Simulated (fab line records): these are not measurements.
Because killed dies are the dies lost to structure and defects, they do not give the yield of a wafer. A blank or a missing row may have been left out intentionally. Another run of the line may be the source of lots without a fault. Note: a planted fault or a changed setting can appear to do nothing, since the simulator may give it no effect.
Matching of chambers + flow n5_finfet + 4 sister chambers for N5_BEOL_M8_ETCH_72 on rie_diel-02
The step etches underlayer in N2/H2, target depth 6.5 nm, time 5.2 s. 18 wafers are shown with their chamber, then 9 later ones without.

## EACH WAFER AND ITS CHAMBER
| wafer  | chamber | drypump_motor_current_A (A) | showerhead_plenum_p_Torr (Torr) | throttle_valve_pct (%) |
|--------|---------|-----------------------------|---------------------------------|------------------------|
| L074.4 | 0       | 5.8                         | 2.61                            | 17.61                  |
| L074.5 | 1       | 5.6                         | 2.58                            | 17.49                  |
| L074.6 | 2       | 5.8                         | 2.69                            | 17.77                  |
| L075.2 | 1       | 5.6                         | 2.57                            | 17.55                  |
| L075.3 | 2       | 5.7                         | 2.69                            | 17.76                  |
| L075.4 | 0       | 5.8                         | 2.60                            | 17.63                  |
| L078.1 | 3       | 4.7                         | 2.45                            | 17.81                  |
| L078.2 | 1       | 5.6                         | 2.57                            | 17.54                  |
| L078.4 | 0       | 5.9                         | 2.60                            | 17.63                  |
| L080.1 | 1       | 5.6                         | 2.57                            | 17.56                  |
| L080.5 | 2       | 5.8                         | 2.69                            | 17.81                  |
| L080.6 | 1       | 5.6                         | 2.57                            | 17.57                  |
| L083.1 | 2       | 5.8                         | 2.68                            | 17.80                  |
| L083.2 | 0       | 5.8                         | 2.59                            | 17.65                  |
| L083.5 | 2       | 5.8                         | 2.68                            | 17.80                  |
| L086.1 | 1       | 5.6                         | 2.56                            | 17.55                  |
| L086.3 | 0       | 5.8                         | 2.59                            | 17.66                  |
| L086.4 | 1       | 5.6                         | 2.57                            | 17.57                  |

SIGNATURES (averages over the wafers above)
| reading                  | chamber 0 | chamber 1 | chamber 2 | chamber 3 | scatter within a chamber |
|--------------------------|-----------|-----------|-----------|-----------|--------------------------|
| drypump_motor_current_A  | 5.820     | 5.600     | 5.780     | 4.700     | 0.0338                   |
| showerhead_plenum_p_Torr | 2.5980    | 2.5700    | 2.6860    | 2.4500    | 0.00655                  |
| throttle_valve_pct       | 17.6360   | 17.5471   | 17.7880   | 17.8100   | 0.0238                   |
Rule: for a wafer and a chamber, the distance is found by dividing, reading by reading, the gap between the wafer's reading and the chamber's mean by the reading's scatter, squaring, summing and taking the root. If the next closest chamber is less than 2 further off than the closest, the wafer can't be placed; otherwise it belongs to the closest. The scatter: the root of (the sum of the squares of (reading less its chamber's mean) over the shown wafers, divided by (wafers less chambers)).

## WAFERS WHOSE CHAMBER IS MISSING
| wafer  | drypump_motor_current_A (A) | showerhead_plenum_p_Torr (Torr) | throttle_valve_pct (%) |
|--------|-----------------------------|---------------------------------|------------------------|
| L090.1 | 5.6                         | 2.56                            | 17.59                  |
| L090.2 | 5.8                         | 2.59                            | 17.70                  |
| L090.3 | 4.8                         | 2.44                            | 17.88                  |
| L090.4 | 5.6                         | 2.56                            | 17.59                  |
| L090.5 | 5.8                         | 2.58                            | 17.70                  |
| L090.6 | 4.7                         | 2.44                            | 17.88                  |
| L093.1 | 5.9                         | 2.58                            | 17.68                  |
| L093.3 | 4.7                         | 2.43                            | 17.91                  |
| L093.5 | 5.9                         | 2.58                            | 17.69                  |

## CHAMBER TAKEN BY EACH
| wafer  | from the rows above | in truth |
|--------|---------------------|----------|
| L090.1 | 1                   | 1        |
| L090.2 | 0                   | 0        |
| L090.3 | 3                   | 3        |
| L090.4 | 1                   | 1        |
| L090.5 | 0                   | 0        |
| L090.6 | 3                   | 3        |
| L093.1 | 0                   | 0        |
| L093.3 | 3                   | 3        |
| L093.5 | 0                   | 0        |
Correct placement for 9 of the 9. From these rows, 0 cannot be placed. 0 placed wrongly.
